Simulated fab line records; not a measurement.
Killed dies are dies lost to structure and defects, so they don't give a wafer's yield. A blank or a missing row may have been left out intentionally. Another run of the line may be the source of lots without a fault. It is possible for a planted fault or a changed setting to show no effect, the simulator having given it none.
A lot that was struck, set against a sound lot ; flow n5_finfet ; 25 steps out of a route of 1938
Sound: wafers L281.1, L281.3, L281.6. Wafers L284.3, L284.4, L284.5 were the ones struck. The cause is given at the end.
Per side, at each step with rows, come the tool, then ch with its chambers, and then its first start. Under that, the readings that differ: sound wafers ; struck wafers ; difference of the means ; sigmas: that difference in standard deviations of wafers without a fault.
alike: words and numbers the same on both sides, and readings whose means are apart by under 2 such deviations; not compared: readings that were withheld, readings missing a value for some wafer, numbers with overlapping values and no deviation given by the record, and bounds like >300 which may hide the same value.
The two part at a step that has a row with sigmas, a row that says differs or no value, or rows on one side only. Numbers that have no deviation but don't overlap get no sigmas and don't part them. Lack of a reading on every wafer of one side parts them only where that side has two or more wafers.

first, 9 steps without rows for these wafers: N5_DUMMY_GATE_COAT_28 (time 60 s, resist thk 10 nm); N5_DUMMY_GATE_COAT_09 (resist thk 30 nm); N5_DUMMY_GATE_EBR_11; N5_DUMMY_GATE_SOFTBAKE_10 (time 60 s); N5_DUMMY_GATE_EXPOSE_12 (exposes mask GATE, target cd 25 nm); N5_DUMMY_GATE_PEB_13 (peb time 60 s); N5_DUMMY_GATE_DEVELOP_14 (develop time 30 s); N5_DUMMY_GATE_DESCUM_20 (chemistry O2, time 6.2 s); N5_DUMMY_GATE_ETCH_29 (etches underlayer in N2/H2, target depth 13 nm).
N5_DUMMY_GATE_ETCH_36: etches SiARC in CF4, target depth 13 nm.
  sound on rie_diel-01 ch 2,3, day 5 16:16; struck on rie_diel-01 ch 0,1, day 6 07:04
  no value came back on the struck wafers for any of 7 readings (bias_w (W), cf4_flow_sccm (sccm) and others); on the sound wafers bias_w (W) reads 35.94 36.13 35.99
reading;sound;struck;difference;sigmas
model.CAR-EUV_of_DUMMY_GATE_COAT_09.thk_nm (nm);11.2 11.4 11.4;19 18.6 19;+8;
  not compared: rf_hours_counter_h
N5_DUMMY_GATE_ETCH_37: etches SOC in N2/H2, target depth 60 nm, overetch 30 nm.
  sound on rie_diel-01 ch 2,3, day 5 16:19; struck on rie_diel-01 ch 0,1, day 6 07:06
reading;sound;struck;difference;sigmas
oes_product_au (a.u.);0.63 0.55 0.64;0.26 0.37 0.26;-0.31;-5
  alike: bias_w, chamber_pressure_mTorr, drypump_motor_current_A, rf_vpp_V, showerhead_plenum_p_Torr, temp_c, throttle_valve_pct
  not compared: rf_hours_counter_h
then, 4 steps without rows for these wafers: N5_DUMMY_GATE_STRIP_38 (strips in N2/H2); N5_DUMMY_GATE_STRIP_39 (strips in N2/H2); N5_DUMMY_GATE_TRIM_49 (chemistry O2, time 29 s, target cd 14 nm); N5_DUMMY_GATE_STRIP_40 (strips in CF4).
N5_DUMMY_GATE_CD_MEAS_50 targets a cd of 14 nm.
  sound on cd_sem-02 at day 5 16:32; struck on cd_sem-01 at day 6 07:30
reading;sound;struck;difference;sigmas
cd_nm (nm);14.2 14.1 14.1;- - -;no value on the struck wafers;
N5_DUMMY_GATE_ETCH_31: etches SiO2 in C4F6/O2, target depth 82.5 nm, time 27.5 s.
  sound on rie_diel-01 ch 1,3, day 5 16:35; struck on rie_diel-04 ch 0,3, day 6 07:33
reading;sound;struck;difference;sigmas
oes_product_au (a.u.);0.81 0.69 0.81;0.26 0.27 0.30;-0.49;-6
rf_vpp_V (V);677 669 677;659 659 660;-15;-2
throttle_valve_pct (%);20.93 21.51 20.95;20.51 20.51 20.90;-0.49;-2
  alike: C4F6_flow_sccm, O2_flow_sccm, drypump_motor_current_A, oes_o_777_au, showerhead_plenum_p_Torr
  not compared: rf_hours_counter_h
then, 1 step without rows for these wafers: N5_DUMMY_GATE_STRIP_41 (strips in O2).
N5_DUMMY_GATE_HM_OPEN_21: chemistry CH3F/O2, target SiNx, target depth 120 nm, time 171.4 s.
  sound on rie_diel-01 ch 1,3, day 5 16:40; struck on rie_diel-04 ch 0,3, day 6 07:38
reading;sound;struck;difference;sigmas
oes_product_au (a.u.);0.81 0.69 0.80;0.26 0.26 0.29;-0.50;-6
rf_vpp_V (V);302 302 305;295 296 297;-7;-2
  alike: drypump_motor_current_A, oes_o_777_au, showerhead_plenum_p_Torr, throttle_valve_pct
  not compared: rf_hours_counter_h
then, 2 steps without rows for these wafers: N5_DUMMY_GATE_ETCH_32 (etches SiO2 in CF4, target depth 3.5 nm, time 3.9 s); N5_DUMMY_GATE_ETCH_23 (etches poly-Si in HBr/Cl2/O2, target depth 41 nm, time 22.3 s).
N5_DUMMY_GATE_ETCH_44: etches poly-Si in HBr/O2, stops on SiO2, target depth 127.5 nm.
  sound on rie_si-02 ch 1,2,3, day 5 16:56; struck on rie_si-06 ch 0,1,3, day 6 07:53
reading;sound;struck;difference;sigmas
oes_product_au (a.u.);0.726 0.741 0.698;0.382 0.372 0.372;-0.346;-31
  alike: HBr_flow_sccm, O2_flow_sccm, drypump_motor_current_A, throttle_valve_pct
  not compared: rf_hours_counter_h
N5_DUMMY_GATE_CD_MEAS_24 targets a cd of 15 nm.
  sound on cd_sem-02 at day 5 17:02; struck on cd_sem-01 at day 6 08:00
reading;sound;struck;difference;sigmas
cd_nm (nm);15.6 14.9 14.9;- - -;no value on the struck wafers;
N5_BEOL_M4_RC_MEAS_101:
  the record has rows for the sound wafers here (prober-01 ch 0, day 11 03:49) and none for the struck ones
-- here the record skips 10 days between the struck wafers' starts before and after, leaving off in module BEOL_M4 and picking up in module PASSIVATION (first step shown: number 1936 of the route) --
N5_PASSIVATION_PROBE_49:
  only the struck wafers here have rows in the record (prober-02, day 16 03:32); the sound ones have none

## WHERE THEY PART
Last at N5_PASSIVATION_PROBE_49 as far as this record goes, first at N5_DUMMY_GATE_ETCH_36.

WHY: the cause the simulator had injected
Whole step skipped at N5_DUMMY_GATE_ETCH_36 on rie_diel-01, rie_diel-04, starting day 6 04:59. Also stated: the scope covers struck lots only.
